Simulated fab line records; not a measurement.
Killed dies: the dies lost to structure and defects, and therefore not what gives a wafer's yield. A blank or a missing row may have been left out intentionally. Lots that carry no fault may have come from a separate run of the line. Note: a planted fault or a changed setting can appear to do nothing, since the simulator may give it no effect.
Code-filled problem report in 8D (eight disciplines) form -- flow nand-harc -- the parts of the form that need people (team, actions taken, sign-off) are left out

== 1. WHAT WENT WRONG ==
At NHARC_END_SORT_01, killed-dies averages 219 over 2 wafers from 2 lots, while fault-free wafers read 30, standard deviation 11. Measured from the usual mean, that is +17 standard deviations.
Earliest sighting: wafer L685.4 on prober-02 at day 22 00:46. The record has a number at this step for 9 wafers belonging to 3 lots. Rule for "out" (also "out of limits"): further than 4 standard deviations from the usual mean. The rest of the wafers with a number are treated as sound.

== 2. WHAT IT IS; WHAT IT IS NOT ==
question,is,is not
which readings at this step,"killed-dies, killed-at-array","killed-at-other, killed-at-periphery, killed-short"
which lots,"L685, L687",L692
which wafers of those lots,"L685.4, L687.2","L685.1, L685.5, L687.5, L687.6"
read on which gauges,prober-02,-
when,from day 22 00:46,"up to then (1 sound wafer); but 6 sound wafers of L685, L687, L692 came after"

== 3. THE SUSPECTS, EACH WITH WHAT RULES IT OUT ==
Counting: any tool at a process step up to the reading remains a suspect provided it ran every lot that is out. Sound lots after the first of them don't rule it out here, since some wafers of a struck lot are sound.
- the gauge at NHARC_END_SORT_01 has been ruled out. All the wafers that are out were read on prober-02, but those of them that NHARC_A_WL_FILL_ETCHBACK_04 has rows for are out there too, on other tools.
- rie-metal-03 at NHARC_A_WL_FILL_ETCHBACK_04 (etches the open film in NF3, target depth 60 nm, time 120 s): kept. It ran every lot that is out, first L685 (day 17 15:35). Its own readings are out on those wafers: oes-product-au.
Left after counting: rie-metal-03 at NHARC_A_WL_FILL_ETCHBACK_04.

== 4. THE CAUSE (what the simulator had put in) ==
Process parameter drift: rie-metal-03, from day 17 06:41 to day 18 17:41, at NHARC_A_WL_FILL_ETCHBACK_04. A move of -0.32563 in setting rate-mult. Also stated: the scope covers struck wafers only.
Counting left only this tool.

== 5. SEQUENCE OF EFFECTS, ordered by route ==
Each row: a reading whose mean over the struck wafers that have a number lies more than 3 standard deviations from the usual. Only readings for which the record gives a usual standard deviation are gone through. hours: the time from each lot's start at the first step in this table that gives one to its start at this step, as a median over the lots. sigmas: the change in usual standard deviations.
hours,step,reading,usual,on struck wafers,change,sigmas
0,NHARC_A_WL_FILL_ETCHBACK_04,oes-product-au,1.000 a.u.,0.798,-0.202,-26
103,NHARC_END_SORT_01,killed-at-array,26,212,+186,+17
103,NHARC_END_SORT_01,killed-dies,30,219,+189,+17
The process steps in it:
- NHARC_A_WL_FILL_ETCHBACK_04: etches the open film in NF3, target depth 60 nm, time 120 s.

== 6. WHAT WOULD HAVE CAUGHT IT SOONER ==
114 hours passed between the start of the fault at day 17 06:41 and the first reading out of limits at a measuring or inspecting step in this record, taken at day 22 00:46.
Tool's own readings at NHARC_A_WL_FILL_ETCHBACK_04, oes-product-au: out on all struck wafers the step has rows for; an alarm limit on them would have tripped on the first.
By day 22 00:46, every lot that is out (2) had started NHARC_A_WL_FILL_ETCHBACK_04 on rie-metal-03. Tool hold at that time: it would have spared none of them.
